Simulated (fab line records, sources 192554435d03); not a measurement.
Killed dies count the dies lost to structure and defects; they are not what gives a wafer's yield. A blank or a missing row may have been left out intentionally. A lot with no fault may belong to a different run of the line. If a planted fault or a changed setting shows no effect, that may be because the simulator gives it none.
A struck lot beside a sound one ; flow n5 finfet ; 34 steps out of a route of 1938
Sound: the wafers L613.2, L613.3, L613.4. The struck wafers were L619.1, L619.2, L619.3. Last of all comes the cause.
At each step with rows: each side's tool, then ch and its chambers, then its first start. Under that, the readings that differ: sound wafers ; struck wafers ; difference of the means ; sigmas: that difference in standard deviations of wafers without a fault.
alike: a reading whose means differ by less than 2 such deviations, as well as words and numbers matching on both sides. not compared: withheld readings; readings where some wafer has no value; bounds like >300 that might hide an equal value; numbers whose values overlap and for which the record gives no deviation.
The two part at a step that has a row with sigmas, a row that says differs or no value, or rows on one side only. Non-overlapping numbers with no deviation appear without sigmas and do not part them. Lack of a reading on every wafer of one side parts them only where that side has two or more wafers.

first, 9 steps without rows for these wafers: N5_BEOL_M11_EBR_24; N5_BEOL_M11_SOFTBAKE_23 (time 60 s); N5_BEOL_M11_EXPOSE_25 (exposes mask V10); N5_BEOL_M11_PEB_26 (peb time 60 s); N5_BEOL_M11_DEVELOP_27 (develop time 30 s); N5_BEOL_M11_DESCUM_33 (chemistry O2, time 7.9 s); N5_BEOL_M11_ETCH_65 (etches SiARC in CF4, target depth 39 nm, time 65 s); N5_BEOL_M11_ETCH_66 (etches SOC in N2/H2, target depth 120 nm, overetch 24 nm, time 180 s); N5_BEOL_M11_STRIP_69 (strips in N2/H2).
N5_BEOL_M11_VIA_ETCH_34: etches SiCOH lowk in C4F6/O2, target depth 184.5 nm, time 69.2 s.
  sound on rie diel-02 ch 0,2,3, day 15 01:27; struck on rie diel-05 ch 1,2,3, day 15 18:51
  alike: drypump motor current A, oes product au, rf vpp V, showerhead plenum p Torr, throttle valve pct
  not compared: rf hours counter h
then, 23 steps without rows for these wafers: N5_BEOL_M11_STRIP_73 (strips in C4F6/O2); N5_BEOL_M11_STRIP_36 (strips in N2/H2); N5_BEOL_M11_TRENCH_ETCH_37 (etches SiCOH lowk in C4F6/O2, target depth 148.83 nm, time 48 s); N5_BEOL_M11_ETCH_41 (etches SiCN in CH3F/O2, target depth 42.6 nm, time 86 s); N5_BEOL_M11_STRIP_77 (strips in N2/H2, time 10 s); N5_BEOL_M11_HM_STRIP_39 (strips TiN in peroxide tin strip, target depth 25 nm, time 158 s); N5_BEOL_M11_SRD_40 (time 30 s); N5_BEOL_M11_PRECLEAN_42 (cleans in residue remover, time 60 s); N5_BEOL_M11_SRD_43 (time 30 s); N5_BEOL_M11_CURE_72 (cures SiCOH lowk, time 120 s); N5_BEOL_M11_DEGAS_44 (time 60 s); N5_BEOL_M11_PRE_CLEAN_45 (time 30 s); N5_BEOL_M11_ALD_74 (deposits TaN, target thk 2 nm, pulse time 2 s, purge time 3 s); N5_BEOL_M11_SURFACE_TREAT_76; N5_BEOL_M11_CVD_75 (deposits Co from CCTBA/H2, target thk 2 nm, time 138.9 s); N5_BEOL_M11_SPUTTER_48 (material Cu, target thk 12 nm, time 2 s); N5_BEOL_M11_ECD_50 (material Cu, target thk 318 nm); N5_BEOL_M11_ANNEAL_51 (time 90 s); N5_BEOL_M11_CMP_52 (polishes, stops on SiCOH lowk, t overpolish 7 s, target thk 140 nm); N5_BEOL_M11_PRE_CLEAN_55 (time 15 s); N5_BEOL_M11_DEP_56 (deposits SiCN from 3MS/NH3, target thk 30 nm, time 10.5 s); N5_BEOL_M12_ILD_DEP_00 (deposits SiOC from DEMS/O2, target thk 658.92 nm, time 130.7 s); N5_BEOL_M12_COAT_58 (time 60 s, resist thk 89 nm).
-- the record jumps here: 2 days lie between the struck wafers' starts before and after (it left off in module BEOL_M12 and takes up again in module PASSIVATION, whose first step shown is number 1936 of the route) --
N5_PASSIVATION_PROBE_49:
  struck on prober-01, day 18 02:52; sound on prober-01, day 16 17:21
reading;sound;struck;difference;sigmas
defect limited yield (%);91.4 92.3 91.4;83.7 82.4 81.6;-9.1;-7
killed_at_M4_up;12 11 19;125 122 155;+120;+21
killed dies;102 91 101;192 208 217;+108;+6
killed on rim;14 13 20;29 33 22;+12;+3
sort_bin_5_function (%);5.3 3.7 5.2;9.4 9.7 9.9;+4.9;+5
sort n pass;1078 1089 1079;988 972 963;-108;-6
sort yield pct (%);91.4 92.3 91.4;83.7 82.4 81.6;-9.1;-7
  alike: killed_at_M0_to_M3, killed at contacts, killed at front end, killed at other, killed open, killed short, sort_bin_6_memory, sort_bin_8_speed

WHERE THEY PART
Within this record, at N5_PASSIVATION_PROBE_49 only.

WHY: whatever the simulator had introduced
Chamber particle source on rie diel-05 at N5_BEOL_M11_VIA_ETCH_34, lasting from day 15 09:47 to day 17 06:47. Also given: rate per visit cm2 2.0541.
